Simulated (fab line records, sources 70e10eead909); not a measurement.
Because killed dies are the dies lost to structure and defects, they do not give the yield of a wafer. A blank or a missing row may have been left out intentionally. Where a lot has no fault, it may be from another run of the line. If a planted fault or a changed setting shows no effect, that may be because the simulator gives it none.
fab line records / flow nandHarc
[record] lots = 6 wafers = 18 lastDay = 23
route steps=1159 shown A_WL_FILL@828 A_CONTACT@840 END@1159
lots with no fault: from the same line, run without faults
startH: start of the lot's first displayed wafer, in hours after the record's first day / waitH: time in hours since the lot's previous step / " identical to the entry in the row above / L1.1+2: a row that stands for several wafers / - no value, or no start was given / * or withheld: withheld / < > ~ a bound
route shown NAME@n: a module of which the file shows steps, and the number in the route of the first / usual: mean/standard deviation of fault-free wafers / same: alike in all rows / chamber/n: place in a boat / sites: per-site readings / _std_site: the standard deviation of these / _edge_site: inner sites' mean taken away from outer sites' mean / radiusMm: how far each site lies from the wafer's centre / mask NAME#n: copy n / behind: the most recent tool/chamber to have shaped the wafer / hold: cause of the lot's hold/its duration in hours/its outcome / device: transistor that didn't switch, given as n, p or np / end of line: tests run on the same wafers once the route is complete / for a step that has no rows: nothing shown but its recipe / killed: dies lost to structure and defects at the first sort, not the wafer's yield / map: shows each die of a wafer: x if killed, . if not, _ if none is there
set.NAME: the setting the step ran with; set.NAME@STEP: the setting that earlier step ran with / model.NAME: the simulator's own value behind a step, which no gauge read
lots at some steps of the route; a table a step, a row a wafer
services: when a tool's chamber went out of use (startH, in hours from the record's first day, below 0 if earlier), for how many hours, and the reason
[[steps]]
[step NHARC_A_WL_FILL_CVD_23]
[recipe] targetThkA = 400 tempC = 620 pressureMtorr = 200 timeS = 800 material = poly-Si
[step NHARC_A_WL_FILL_ETCHBACK_26]
[recipe] targetDepthA = 520 timeS = 13.3 hbrFlowSccm = 150 rfW = 350 icpW = 350 biasW = 60 chemistry = HBr
[usual] biasW = 60.02/0.18 drypumpMotorCurrentA = 5.9/0.45 oesProductAu = 1.005/0.012 throttleValvePct = 23.266/0.0092
lot.wafer=L243.3 tool=rieSi-02 chamber=1 startH=364.37 waitH=0.4 biasW=60.10 drypumpMotorCurrentA=5.9 oesProductAu=1.006 rfHoursCounterH=1.0 throttleValvePct=23.268
lot.wafer=L243.2 tool=rieSi-02 chamber=2 startH=364.37 waitH=0.4 biasW=59.79 drypumpMotorCurrentA=5.6 oesProductAu=1.016 rfHoursCounterH=1.0 throttleValvePct=23.250
lot.wafer=L243.4 tool=rieSi-02 chamber=3 startH=364.37 waitH=0.4 biasW=60.23 drypumpMotorCurrentA=5.2 oesProductAu=1.013 rfHoursCounterH=1.0 throttleValvePct=23.277
lot.wafer=L244.1 tool=rieSi-02 chamber=3 startH=368.09 waitH=0.4 biasW=59.99 drypumpMotorCurrentA=5.2 oesProductAu=1.013 rfHoursCounterH=1.0 throttleValvePct=23.283
lot.wafer=L244.3 tool=rieSi-02 chamber=2 startH=368.09 waitH=0.4 biasW=59.92 drypumpMotorCurrentA=5.6 oesProductAu=1.011 rfHoursCounterH=1.0 throttleValvePct=23.266
lot.wafer=L244.5 tool=rieSi-02 chamber=3 startH=368.09 waitH=0.4 biasW=60.06 drypumpMotorCurrentA=5.2 oesProductAu=1.014 rfHoursCounterH=- throttleValvePct=23.259
lot.wafer=L251.4 tool=rieSi-01 chamber=2 startH=408.08 waitH=0.4 biasW=59.92 drypumpMotorCurrentA=5.5 oesProductAu=1.021 rfHoursCounterH=0.8 throttleValvePct=23.267
lot.wafer=L251.3 tool=rieSi-01 chamber=1 startH=408.08 waitH=0.4 biasW=60.21 drypumpMotorCurrentA=6.3 oesProductAu=1.003 rfHoursCounterH=0.7 throttleValvePct=23.273
lot.wafer=L251.6 tool=rieSi-01 chamber=2 startH=408.08 waitH=0.4 biasW=59.87 drypumpMotorCurrentA=5.5 oesProductAu=1.019 rfHoursCounterH=- throttleValvePct=23.270
lot.wafer=L255.2 tool=rieSi-04 chamber=3 startH=431.29 waitH=0.4 biasW=59.94 drypumpMotorCurrentA=5.3 oesProductAu=0.999 rfHoursCounterH=1.1 throttleValvePct=23.268
lot.wafer=L255.4 tool=rieSi-04 chamber=1 startH=431.29 waitH=0.4 biasW=60.05 drypumpMotorCurrentA=6.1 oesProductAu=1.010 rfHoursCounterH=0.9 throttleValvePct=23.264
lot.wafer=L255.1 tool=rieSi-04 chamber=2 startH=431.29 waitH=0.4 biasW=59.73 drypumpMotorCurrentA=6.5 oesProductAu=1.019 rfHoursCounterH=1.1 throttleValvePct=23.260
lot.wafer=L258.4 tool=rieSi-04 chamber=3 startH=447.30 waitH=0.4 biasW=59.92 drypumpMotorCurrentA=5.3 oesProductAu=0.996 rfHoursCounterH=1.2 throttleValvePct=23.260
lot.wafer=L258.2 tool=rieSi-04 chamber=1 startH=447.30 waitH=0.4 biasW=59.98 drypumpMotorCurrentA=6.1 oesProductAu=1.022 rfHoursCounterH=1.0 throttleValvePct=23.255
lot.wafer=L258.5 tool=rieSi-04 chamber=2 startH=447.30 waitH=0.4 biasW=59.97 drypumpMotorCurrentA=6.6 oesProductAu=1.004 rfHoursCounterH=- throttleValvePct=23.253
lot.wafer=L262.2 tool=rieSi-04 chamber=3 startH=462.66 waitH=0.4 biasW=60.08 drypumpMotorCurrentA=5.3 oesProductAu=0.973 rfHoursCounterH=0 throttleValvePct=23.248
lot.wafer=L262.6 tool=rieSi-04 chamber=1 startH=462.66 waitH=0.4 biasW=60.11 drypumpMotorCurrentA=6.1 oesProductAu=0.993 rfHoursCounterH=- throttleValvePct=23.270
lot.wafer=L262.5 tool=rieSi-04 chamber=2 startH=462.66 waitH=0.4 biasW=60.14 drypumpMotorCurrentA=6.5 oesProductAu=0.986 rfHoursCounterH=- throttleValvePct=23.255
[step NHARC_A_WL_FILL_PRECLEAN_30]
[recipe] timeS = 10 chemistry = dHF
[step NHARC_A_WL_FILL_SRD_14]
[step NHARC_A_WL_FILL_ALD_19]
[recipe] targetThkA = 20 pulseTimeS = 3 aldCycles = 100 tempC = 450 material = TiN
[usual] heaterPowerW = 1034/95 precursorPulseHeightRel = 0.999/0.017
lot.wafer=L243.2 tool=aldMetal-01 chamber=0 startH=364.65 waitH=0.1 heaterPowerW=1071 precursorPulseHeightRel=1.012
lot.wafer=L243.4 tool=aldMetal-01 chamber=1 startH=364.65 waitH=0.1 heaterPowerW=1018 precursorPulseHeightRel=1.009
lot.wafer=L243.3 tool=aldMetal-01 chamber=2 startH=364.65 waitH=0.1 heaterPowerW=996 precursorPulseHeightRel=0.978
lot.wafer=L244.3 tool=aldMetal-04 chamber=0 startH=368.36 waitH=0.1 heaterPowerW=1017 precursorPulseHeightRel=1.039
lot.wafer=L244.1 tool=aldMetal-04 chamber=3 startH=368.36 waitH=0.1 heaterPowerW=930 precursorPulseHeightRel=1.007
lot.wafer=L244.5 tool=aldMetal-04 chamber=0 startH=368.36 waitH=0.1 heaterPowerW=1028 precursorPulseHeightRel=1.024
lot.wafer=L251.4 tool=aldMetal-01 chamber=1 startH=408.35 waitH=0.1 heaterPowerW=1012 precursorPulseHeightRel=1.008
lot.wafer=L251.3 tool=aldMetal-01 chamber=3 startH=408.35 waitH=0.1 heaterPowerW=1161 precursorPulseHeightRel=0.985
lot.wafer=L251.6 tool=aldMetal-01 chamber=2 startH=408.35 waitH=0.1 heaterPowerW=1019 precursorPulseHeightRel=0.995
lot.wafer=L255.4 tool=aldMetal-03 chamber=0 startH=431.56 waitH=0.1 heaterPowerW=895 precursorPulseHeightRel=0.990
lot.wafer=L255.1 tool=aldMetal-03 chamber=2 startH=431.56 waitH=0.1 heaterPowerW=1234 precursorPulseHeightRel=1.019
lot.wafer=L255.2 tool=aldMetal-03 chamber=3 startH=431.56 waitH=0.1 heaterPowerW=937 precursorPulseHeightRel=1.000
lot.wafer=L258.4 tool=aldMetal-03 chamber=0 startH=447.59 waitH=0.1 heaterPowerW=883 precursorPulseHeightRel=1.007
lot.wafer=L258.2 tool=aldMetal-03 chamber=1 startH=447.59 waitH=0.1 heaterPowerW=999 precursorPulseHeightRel=0.974
lot.wafer=L258.5 tool=aldMetal-03 chamber=2 startH=447.59 waitH=0.1 heaterPowerW=1249 precursorPulseHeightRel=0.970
lot.wafer=L262.2 tool=aldMetal-04 chamber=1 startH=462.90 waitH=0.1 heaterPowerW=991 precursorPulseHeightRel=0.978
lot.wafer=L262.6 tool=aldMetal-04 chamber=1 startH=462.90 waitH=0.1 heaterPowerW=976 precursorPulseHeightRel=1.045
lot.wafer=L262.5 tool=aldMetal-04 chamber=2 startH=462.90 waitH=0.1 heaterPowerW=1117 precursorPulseHeightRel=0.986
[step NHARC_A_WL_FILL_CVD_20]
[recipe] targetThkA = 750 tempC = 300 pressureTorr = 40 wf6FlowSccm = 40 h2FlowSccm = 1600 arFlowSccm = 1560 timeS = 5064 material = W
[usual] heaterPowerW = 433/32 throttleValvePct = 8.21/0.23
lot.wafer=L243.2 tool=cvdW-02 chamber=0 startH=- waitH=- heaterPowerW=376 throttleValvePct=8.39
lot.wafer=L243.4 tool=cvdW-02 chamber=0 startH=- waitH=- heaterPowerW=383 throttleValvePct=8.60
lot.wafer=L243.3 tool=cvdW-02 chamber=1 startH=- waitH=- heaterPowerW=429 throttleValvePct=8.20
lot.wafer=L244.1 tool=cvdW-01 chamber=0 startH=- waitH=- heaterPowerW=456 throttleValvePct=8.48
lot.wafer=L244.3 tool=cvdW-01 chamber=1 startH=- waitH=- heaterPowerW=470 throttleValvePct=7.99
lot.wafer=L244.5 tool=cvdW-01 chamber=0 startH=- waitH=- heaterPowerW=443 throttleValvePct=8.19
lot.wafer=L251.4 tool=cvdW-01 chamber=0 startH=- waitH=- heaterPowerW=441 throttleValvePct=8.08
lot.wafer=L251.3 tool=cvdW-01 chamber=1 startH=- waitH=- heaterPowerW=475 throttleValvePct=8.28
lot.wafer=L251.6 tool=cvdW-01 chamber=0 startH=- waitH=- heaterPowerW=434 throttleValvePct=8.12
lot.wafer=L255.1 tool=cvdW-01 chamber=1 startH=- waitH=- heaterPowerW=467 throttleValvePct=8.40
lot.wafer=L255.2 tool=cvdW-01 chamber=0 startH=- waitH=- heaterPowerW=438 throttleValvePct=8.29
lot.wafer=L255.4 tool=cvdW-01 chamber=0 startH=- waitH=- heaterPowerW=422 throttleValvePct=8.29
lot.wafer=L258.2 tool=cvdW-02 chamber=0 startH=- waitH=- heaterPowerW=390 throttleValvePct=8.59
lot.wafer=L258.4 tool=cvdW-02 chamber=1 startH=- waitH=- heaterPowerW=429 throttleValvePct=8.14
lot.wafer=L258.5 tool=cvdW-02 chamber=1 startH=- waitH=- heaterPowerW=424 throttleValvePct=7.80
lot.wafer=L262.2 tool=cvdW-01 chamber=0 startH=- waitH=- heaterPowerW=431 throttleValvePct=8.18
lot.wafer=L262.5 tool=cvdW-01 chamber=0 startH=- waitH=- heaterPowerW=431 throttleValvePct=8.26
lot.wafer=L262.6 tool=cvdW-01 chamber=1 startH=- waitH=- heaterPowerW=492 throttleValvePct=8.16
[step NHARC_A_WL_FILL_CMP_12]
[recipe] tOverpolishS = 30 targetThkNm = 75
[usual] motorCurrentA = 11.6/1.7 overpolishRunS = 30.001/0.0092 timeToEndpointS = 15.2/2.4
lot.wafer=L243.4 tool=cmp-03 chamber=0 startH=369.93 waitH=2.9 motorCurrentA=14.3 overpolishRunS=30.002 timeToEndpointS=12.6
lot.wafer=L243.3 tool=cmp-03 chamber=1 startH=369.93 waitH=2.9 motorCurrentA=11.4 overpolishRunS=29.998 timeToEndpointS=11.1
lot.wafer=L243.2 tool=cmp-03 chamber=2 startH=369.93 waitH=2.9 motorCurrentA=12.6 overpolishRunS=30.009 timeToEndpointS=11.9
lot.wafer=L244.3 tool=cmp-04 chamber=2 startH=375.68 waitH=2.9 motorCurrentA=10.5 overpolishRunS=30.004 timeToEndpointS=15.0
lot.wafer=L244.1 tool=cmp-04 chamber=0 startH=375.68 waitH=2.9 motorCurrentA=12.9 overpolishRunS=30.004 timeToEndpointS=11.9
lot.wafer=L244.5 tool=cmp-04 chamber=1 startH=375.68 waitH=2.9 motorCurrentA=9.1 overpolishRunS=29.994 timeToEndpointS=12.7
lot.wafer=L251.3 tool=cmp-04 chamber=1 startH=415.79 waitH=2.2 motorCurrentA=9.4 overpolishRunS=29.999 timeToEndpointS=16.0
lot.wafer=L251.4 tool=cmp-04 chamber=2 startH=415.79 waitH=2.2 motorCurrentA=10.2 overpolishRunS=29.990 timeToEndpointS=19.4
lot.wafer=L251.6 tool=cmp-04 chamber=0 startH=415.79 waitH=2.2 motorCurrentA=12.4 overpolishRunS=29.991 timeToEndpointS=17.2
lot.wafer=L255.1 tool=cmp-04 chamber=1 startH=437.28 waitH=4.3 motorCurrentA=9.0 overpolishRunS=29.995 timeToEndpointS=15.7
lot.wafer=L255.2 tool=cmp-04 chamber=2 startH=437.28 waitH=4.3 motorCurrentA=9.8 overpolishRunS=30.014 timeToEndpointS=17.1
lot.wafer=L255.4 tool=cmp-04 chamber=3 startH=437.28 waitH=4.3 motorCurrentA=10.3 overpolishRunS=30.012 timeToEndpointS=20.2
lot.wafer=L258.4 tool=cmp-04 chamber=1 startH=457.23 waitH=2.9 motorCurrentA=9.3 overpolishRunS=29.988 timeToEndpointS=15.1
lot.wafer=L258.2 tool=cmp-04 chamber=2 startH=457.23 waitH=2.9 motorCurrentA=10.5 overpolishRunS=30.004 timeToEndpointS=17.3
lot.wafer=L258.5 tool=cmp-04 chamber=1 startH=457.23 waitH=2.9 motorCurrentA=9.5 overpolishRunS=29.997 timeToEndpointS=13.1
lot.wafer=L262.2 tool=cmp-02 chamber=3 startH=468.15 waitH=4.3 motorCurrentA=10.9 overpolishRunS=30.000 timeToEndpointS=13.1
lot.wafer=L262.5 tool=cmp-02 chamber=2 startH=468.15 waitH=4.3 motorCurrentA=14.5 overpolishRunS=30.003 timeToEndpointS=13.6
lot.wafer=L262.6 tool=cmp-02 chamber=3 startH=468.15 waitH=4.3 motorCurrentA=10.7 overpolishRunS=30.006 timeToEndpointS=13.1
[step NHARC_A_WL_FILL_SRD_31]
[step NHARC_A_WL_FILL_INSPECT_15]
[usual] rawDefectCount = 388/100
lot.wafer=L243.2 tool=defectInspect-02 chamber=- startH=370.39 waitH=0.0 rawDefectCount=401
lot.wafer=L243.3 tool=defectInspect-02 chamber=- startH=370.39 waitH=0.0 rawDefectCount=559
lot.wafer=L243.4 tool=defectInspect-02 chamber=- startH=370.39 waitH=0.0 rawDefectCount=462
lot.wafer=L244.1 tool=defectInspect-02 chamber=- startH=376.12 waitH=0.0 rawDefectCount=354
lot.wafer=L244.3 tool=defectInspect-02 chamber=- startH=376.12 waitH=0.0 rawDefectCount=289
lot.wafer=L244.5 tool=defectInspect-02 chamber=- startH=376.12 waitH=0.0 rawDefectCount=313
lot.wafer=L251.3 tool=defectInspect-02 chamber=- startH=416.20 waitH=0.0 rawDefectCount=522
lot.wafer=L251.4 tool=defectInspect-02 chamber=- startH=416.20 waitH=0.0 rawDefectCount=617
lot.wafer=L251.6 tool=defectInspect-02 chamber=- startH=416.20 waitH=0.0 rawDefectCount=562
lot.wafer=L255.1 tool=defectInspect-02 chamber=- startH=437.74 waitH=0.0 rawDefectCount=380
lot.wafer=L255.2 tool=defectInspect-02 chamber=- startH=437.74 waitH=0.0 rawDefectCount=380
lot.wafer=L255.4 tool=defectInspect-02 chamber=- startH=437.74 waitH=0.0 rawDefectCount=352
lot.wafer=L258.2 tool=defectInspect-02 chamber=- startH=457.73 waitH=0.1 rawDefectCount=387
lot.wafer=L258.4 tool=defectInspect-02 chamber=- startH=457.73 waitH=0.1 rawDefectCount=424
lot.wafer=L258.5 tool=defectInspect-02 chamber=- startH=457.73 waitH=0.1 rawDefectCount=400
lot.wafer=L262.2 tool=defectInspect-02 chamber=- startH=468.59 waitH=0.0 rawDefectCount=341
lot.wafer=L262.5 tool=defectInspect-02 chamber=- startH=468.59 waitH=0.0 rawDefectCount=362
lot.wafer=L262.6 tool=defectInspect-02 chamber=- startH=468.59 waitH=0.0 rawDefectCount=315
[step NHARC_A_CONTACT_DEP_24]
[recipe] targetThkA = 5000 tempC = 400 pressureTorr = 6.5 rfW = 900 teosFlowSccm = 161.4 flowSccm = 2650 targetThkNm = 500 gas = O2 material = SiO2
[usual] heaterPowerW = 573/93 mfcPrecursorSccm = 161.4/0.52 showerheadVppV = 1823/100 throttleValvePct = 15.9/0.44
lot.wafer=L243.2 tool=pecvd-04 chamber=0 startH=370.46 waitH=0.1 heaterPowerW=544 mfcPrecursorSccm=162.2 showerheadVppV=1607 throttleValvePct=15.9
lot.wafer=L243.3 tool=pecvd-04 chamber=2 startH=370.46 waitH=0.1 heaterPowerW=467 mfcPrecursorSccm=160.4 showerheadVppV=1885 throttleValvePct=15.8
lot.wafer=L243.4 tool=pecvd-04 chamber=2 startH=370.46 waitH=0.1 heaterPowerW=473 mfcPrecursorSccm=161.2 showerheadVppV=1893 throttleValvePct=16.0
lot.wafer=L244.1 tool=pecvd-01 chamber=0 startH=376.19 waitH=0.1 heaterPowerW=671 mfcPrecursorSccm=162.3 showerheadVppV=1805 throttleValvePct=15.3
lot.wafer=L244.3 tool=pecvd-01 chamber=0 startH=376.19 waitH=0.1 heaterPowerW=685 mfcPrecursorSccm=162.4 showerheadVppV=1849 throttleValvePct=15.3
lot.wafer=L244.5 tool=pecvd-01 chamber=0 startH=376.19 waitH=0.1 heaterPowerW=701 mfcPrecursorSccm=161.7 showerheadVppV=1827 throttleValvePct=15.3
lot.wafer=L251.3 tool=pecvd-01 chamber=2 startH=416.40 waitH=0.2 heaterPowerW=473 mfcPrecursorSccm=173.3 showerheadVppV=1817 throttleValvePct=16.1
lot.wafer=L251.6 tool=pecvd-01 chamber=1 startH=416.40 waitH=0.2 heaterPowerW=662 mfcPrecursorSccm=161.4 showerheadVppV=1856 throttleValvePct=16.1
lot.wafer=L251.4 tool=pecvd-01 chamber=2 startH=416.40 waitH=0.2 heaterPowerW=493 mfcPrecursorSccm=173.1 showerheadVppV=1813 throttleValvePct=16.2
lot.wafer=L255.1 tool=pecvd-01 chamber=2 startH=437.81 waitH=0.1 heaterPowerW=487 mfcPrecursorSccm=172.9 showerheadVppV=1837 throttleValvePct=16.7
lot.wafer=L255.2 tool=pecvd-01 chamber=1 startH=437.81 waitH=0.1 heaterPowerW=550 mfcPrecursorSccm=161.7 showerheadVppV=1857 throttleValvePct=15.5
lot.wafer=L255.4 tool=pecvd-01 chamber=1 startH=437.81 waitH=0.1 heaterPowerW=582 mfcPrecursorSccm=161.5 showerheadVppV=1906 throttleValvePct=15.1
lot.wafer=L258.2 tool=pecvd-03 chamber=2 startH=458.00 waitH=0.3 heaterPowerW=520 mfcPrecursorSccm=161.6 showerheadVppV=1692 throttleValvePct=15.9
lot.wafer=L258.5 tool=pecvd-03 chamber=0 startH=458.00 waitH=0.3 heaterPowerW=702 mfcPrecursorSccm=161.7 showerheadVppV=1849 throttleValvePct=16.6
lot.wafer=L258.4 tool=pecvd-03 chamber=2 startH=458.00 waitH=0.3 heaterPowerW=544 mfcPrecursorSccm=162.0 showerheadVppV=1659 throttleValvePct=16.0
lot.wafer=L262.2 tool=pecvd-04 chamber=2 startH=468.72 waitH=0.1 heaterPowerW=466 mfcPrecursorSccm=160.5 showerheadVppV=1895 throttleValvePct=16.8
lot.wafer=L262.5 tool=pecvd-04 chamber=1 startH=468.72 waitH=0.1 heaterPowerW=491 mfcPrecursorSccm=161.8 showerheadVppV=1931 throttleValvePct=16.5
lot.wafer=L262.6 tool=pecvd-04 chamber=2 startH=468.72 waitH=0.1 heaterPowerW=493 mfcPrecursorSccm=160.9 showerheadVppV=1893 throttleValvePct=16.3
[step NHARC_END_SORT_01]
[recipe] tempC = 25
[usual] killedAtArray = 27/8 killedAtOther = 0.8/1.2 killedAtPeriphery = 3.3/2.3 killedDies = 31/8.8 killedOpen = 3.2/2.1 killedShort = 2.1/1.4
[same] grossDies = 677
lot.wafer=L243.2 tool=prober-02 chamber=0 startH=462.35 waitH=2.8 killedAtArray=34 killedAtOther=1 killedAtPeriphery=1 killedDies=36 killedOpen=6 killedShort=0
lot.wafer=L243.3 tool=prober-02 chamber=0 startH=463.15 waitH=3.1 killedAtArray=31 killedAtOther=0 killedAtPeriphery=2 killedDies=33 killedOpen=3 killedShort=1
lot.wafer=L243.4 tool=prober-02 chamber=0 startH=463.95 waitH=3.4 killedAtArray=32 killedAtOther=1 killedAtPeriphery=2 killedDies=35 killedOpen=3 killedShort=0
lot.wafer=L244.1 tool=prober-01 chamber=0 startH=469.32 waitH=2.5 killedAtArray=16 killedAtOther=0 killedAtPeriphery=2 killedDies=18 killedOpen=3 killedShort=0
lot.wafer=L244.3 tool=prober-01 chamber=0 startH=470.93 waitH=3.1 killedAtArray=28 killedAtOther=0 killedAtPeriphery=1 killedDies=29 killedOpen=1 killedShort=1
lot.wafer=L244.5 tool=prober-01 chamber=0 startH=472.55 waitH=3.7 killedAtArray=23 killedAtOther=1 killedAtPeriphery=4 killedDies=28 killedOpen=5 killedShort=2
lot.wafer=L262.2 tool=prober-01 chamber=0 startH=550.78 waitH=2.8 killedAtArray=20 killedAtOther=0 killedAtPeriphery=4 killedDies=24 killedOpen=2 killedShort=1
lot.wafer=L262.5 tool=prober-01 chamber=0 startH=553.19 waitH=3.7 killedAtArray=18 killedAtOther=0 killedAtPeriphery=5 killedDies=23 killedOpen=6 killedShort=3
lot.wafer=L262.6 tool=prober-01 chamber=0 startH=554.00 waitH=4.0 killedAtArray=22 killedAtOther=0 killedAtPeriphery=7 killedDies=29 killedOpen=2 killedShort=2
// killed by level:class
L243.2 A_STAIRCASE:chamberFilmFlake=7 A_SLIT:chamberFilmFlake=7 A_CONTACT:chamberFilmFlake=7 A_CHANNEL_FILL_D1:chamberFilmFlake=5 A_CONTACT:geometricParticle:open=3 A_CHANNEL_HOLE_D1:chamberFilmFlake=2 P_CONTACT:geometricParticle:open=1 A_M0:geometricParticle:open=1
L243.3 A_SGD_CUT:chamberFilmFlake=7 A_CONTACT:chamberFilmFlake=6 A_CHANNEL_HOLE_D1:chamberFilmFlake=5 A_STAIRCASE:chamberFilmFlake=4 A_SLIT:chamberFilmFlake=3 A_M0:geometricParticle:open=2 A_CHANNEL_FILL_D1:chamberFilmFlake=2 A_WL_FILL:geometricParticle:short=1
L243.4 A_SLIT:chamberFilmFlake=9 A_CONTACT:chamberFilmFlake=8 A_STAIRCASE:chamberFilmFlake=6 A_CHANNEL_FILL_D1:geometricParticle:open=3 P_ZERO_WELL:chamberFilmFlake=2 A_CHANNEL_HOLE_D1:chamberFilmFlake=2 A_WL_FILL:chamberFilmFlake=2 A_CHANNEL_FILL_D1:chamberFilmFlake=1
L244.1 A_CHANNEL_HOLE_D1:chamberFilmFlake=9 A_STAIRCASE:chamberFilmFlake=4 P_CONTACT:geometricParticle:open=1 A_CONTACT:geometricParticle:open=1 A_M1:geometricParticle:open=1 P_ZERO_WELL:chamberFilmFlake=1 A_CONTACT:chamberFilmFlake=1
L244.3 A_CHANNEL_HOLE_D1:chamberFilmFlake=13 A_STAIRCASE:chamberFilmFlake=6 A_SLIT:chamberFilmFlake=3 A_CONTACT:chamberFilmFlake=3 A_SGD_CUT:geometricParticle:short=1 A_CONTACT:geometricParticle:open=1 P_ZERO_WELL:chamberFilmFlake=1 A_WL_FILL:chamberFilmFlake=1
L244.5 A_CHANNEL_HOLE_D1:chamberFilmFlake=9 A_CONTACT:chamberFilmFlake=4 A_M1:geometricParticle:open=3 A_STAIRCASE:chamberFilmFlake=2 P_M1:geometricParticle:short=1 A_WL_FILL:geometricParticle:short=1 A_CONTACT:geometricParticle:open=1 P_ZERO_WELL:chamberFilmFlake=1
L262.2 A_CHANNEL_HOLE_D1:chamberFilmFlake=5 A_SLIT:chamberFilmFlake=4 A_CONTACT:chamberFilmFlake=4 P_STI:chamberFilmFlake=2 A_CHANNEL_FILL_D1:chamberFilmFlake=2 A_STAIRCASE:chamberFilmFlake=2 A_CHANNEL_FILL_D1:geometricParticle:open=1 A_CHANNEL_FILL_D1:geometricParticle:short=1
L262.5 A_CONTACT:chamberFilmFlake=5 A_CHANNEL_HOLE_D1:chamberFilmFlake=4 A_SLIT:chamberFilmFlake=2 P_GATE:geometricParticle:open=1 P_CONTACT:geometricParticle:open=1 P_M0:geometricParticle:open=1 P_M1:geometricParticle:open=1 A_ONON_D1:geometricParticle:short=1
L262.6 A_CONTACT:chamberFilmFlake=7 A_CHANNEL_HOLE_D1:chamberFilmFlake=4 A_CHANNEL_FILL_D1:chamberFilmFlake=4 A_SLIT:chamberFilmFlake=3 P_STI:chamberFilmFlake=2 A_WL_FILL:chamberFilmFlake=2 P_GATE:geometricParticle:open=1 P_GATE:geometricParticle:short=1
[[services]]
tool=cmp-03 chamber=- startH=352.35 hours=0.2 kind=repair
tool=cmp-03 chamber=- startH=353.00 hours=4.0 kind=pm
tool=pecvd-03 chamber=- startH=357.75 hours=0.7 kind=repair
tool=cmp-04 chamber=- startH=358.98 hours=2.3 kind=repair
tool=rieSi-01 chamber=1 startH=363.17 hours=2.9 kind=repair
tool=cmp-02 chamber=- startH=370.95 hours=0.2 kind=repair
tool=pecvd-01 chamber=1 startH=373.65 hours=5.0 kind=repair
tool=pecvd-04 chamber=- startH=376.61 hours=13.0 kind=pm
tool=cvdW-02 chamber=- startH=378.62 hours=13.0 kind=pm
tool=rieSi-02 chamber=- startH=388.00 hours=9.0 kind=pm
tool=cmp-04 chamber=- startH=400.23 hours=4.0 kind=pm
tool=aldMetal-04 chamber=3 startH=401.87 hours=16.3 kind=repair
tool=aldMetal-04 chamber=- startH=406.00 hours=10.0 kind=pm
tool=rieSi-04 chamber=- startH=406.28 hours=0.3 kind=repair
tool=rieSi-01 chamber=- startH=406.77 hours=0.3 kind=repair
tool=rieSi-01 chamber=0 startH=408.37 hours=5.2 kind=repair
tool=pecvd-01 chamber=- startH=418.10 hours=13.0 kind=pm
tool=pecvd-01 chamber=0 startH=431.98 hours=5.9 kind=repair
tool=rieSi-04 chamber=1 startH=433.52 hours=6.1 kind=repair
tool=pecvd-04 chamber=- startH=439.27 hours=1.4 kind=repair
tool=cmp-04 chamber=- startH=452.68 hours=0.6 kind=repair
tool=rieSi-04 chamber=- startH=453.00 hours=9.0 kind=pm
tool=aldMetal-03 chamber=- startH=454.71 hours=0.6 kind=repair
tool=aldMetal-01 chamber=- startH=458.00 hours=10.0 kind=pm
[[key]]
[firstSign] step = NHARC_A_CONTACT_DEP_24 reading = mfcPrecursorSccm direction = up sigmas = 23 usual = 161.4 struck = 173.1
effect none on later readings
metAt NHARC_A_CONTACT_DEP_24
struckWafers L251.3,L251.4,L255.1
testerLeftOut L251,L255
[fault] kind = processParameterDrift tool = pecvd-01 chamber = 2 onsetH = 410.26 steps = NHARC_A_CONTACT_DEP_24 channel = teosFlowSccm offset = * shape = step endH = 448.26 actsIn = * stated = *
// testerLeftOut: of these lots the tester's yield and bins aren't shown, on N5 and GAA mostly nor the transistor test; their killed dies are dies lost to structure and defects alone, not to doping, threshold or leakage, so they don't give the yield
